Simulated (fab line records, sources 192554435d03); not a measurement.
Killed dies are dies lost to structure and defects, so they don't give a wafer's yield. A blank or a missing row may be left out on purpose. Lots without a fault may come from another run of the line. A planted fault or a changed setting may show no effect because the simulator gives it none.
A struck lot beside a sound one | flow n5_finfet | 22 steps out of a route of 1938
Sound: wafers L927.1, L927.2, L927.3. Struck: wafers L919.2, L919.3, L919.6. The cause comes at the end.
At each step with rows: each side's tool, then ch and its chambers, then its first start. Under that, the readings that differ: sound wafers | struck wafers | difference of the means | sigmas: that difference in standard deviations of wafers without a fault.
alike: readings whose means differ by less than 2 such deviations, and words and numbers that are the same on both sides. not compared: withheld readings, readings that some wafer has no value for, bounds like >300 that may hide the same value, and numbers for which the record gives no deviation and whose values overlap.
The two part at a step that has a row with sigmas, a row that says differs or no value, or rows on one side only. Numbers that don't overlap but have no deviation are shown without sigmas and don't part them. A reading that every wafer of one side lacks parts them only if that side has two wafers or more.

first, 9 steps without rows for these wafers: N5_MIM_BOT_LITHO_HARDBAKE_09 (time 120 s); N5_MIM_BOT_LITHO_DESCUM_10 (chemistry O2, time 7.9 s); N5_MIM_BOT_ETCH_ETCH_04 (etches SiNx in CF4/O2, target depth 26 nm, time 13 s); N5_MIM_BOT_ETCH_ETCH_03 (etches the open film in Cl2/BCl3, target depth 12 nm); N5_MIM_BOT_ETCH_ETCH_00 (etches TiN in Cl2/BCl3, target depth 45.5 nm); N5_MIM_BOT_ETCH_STRIP_01 (strips in O2); N5_MIM_BOT_ETCH_STRIP_02 (strips in post etch residue remover, time 1200 s); N5_MIM_BOT_ETCH_CLEAN_05 (cleans in IPA, time 180 s); N5_MIM_BOT_ETCH_SRD_06 (time 30 s).
N5_PASSIVATION_PECVD_55: deposits SiO2 from SiH4/N2O, target thk 400 nm, time 22.5 s.
  sound on pecvd-02 ch 0,1,2, day 16 01:49; struck on pecvd-01 ch 1,2, day 14 11:58
  alike: heater_power_w, showerhead_plenum_p_Torr, susceptor_temp_C, throttle_valve_pct
  not compared: since_wet_clean_h
then, 9 steps without rows for these wafers: N5_PASSIVATION_PECVD_01 (deposits SiNx from SiH4/NH3/N2, target thk 200 nm, time 43.2 s); N5_PASSIVATION_HMDS_03 (time 60 s); N5_PASSIVATION_COAT_04; N5_PASSIVATION_EBR_06; N5_PASSIVATION_SOFTBAKE_05 (time 90 s); N5_PASSIVATION_EXPOSE_07 (exposes mask TV, defocus 0 nm, target cd 3000 nm); N5_PASSIVATION_PEB_08; N5_PASSIVATION_DEVELOP_09 (develop time 60 s); N5_PASSIVATION_HARDBAKE_11 (time 120 s).
N5_PASSIVATION_INSPECT_61: inspects for defects (macro).
  sound on defect_inspect-01, day 16 02:22; struck on defect_inspect-01, day 14 12:46
  reading          | sound | struck         | difference | sigmas
  raw_defect_count | 1 3 5 | >300 >300 >300 | differs    |
then, 1 step without rows for these wafers: N5_PASSIVATION_DESCUM_12 (chemistry O2, time 7.9 s).
N5_PASSIVATION_PROBE_49:
  the record has rows for the struck wafers here (prober-02, day 14 19:41) and none for the sound ones

WHERE THEY PART
First at N5_PASSIVATION_INSPECT_61; last, within this record, at N5_PASSIVATION_PROBE_49.

WHY: what the simulator had put in
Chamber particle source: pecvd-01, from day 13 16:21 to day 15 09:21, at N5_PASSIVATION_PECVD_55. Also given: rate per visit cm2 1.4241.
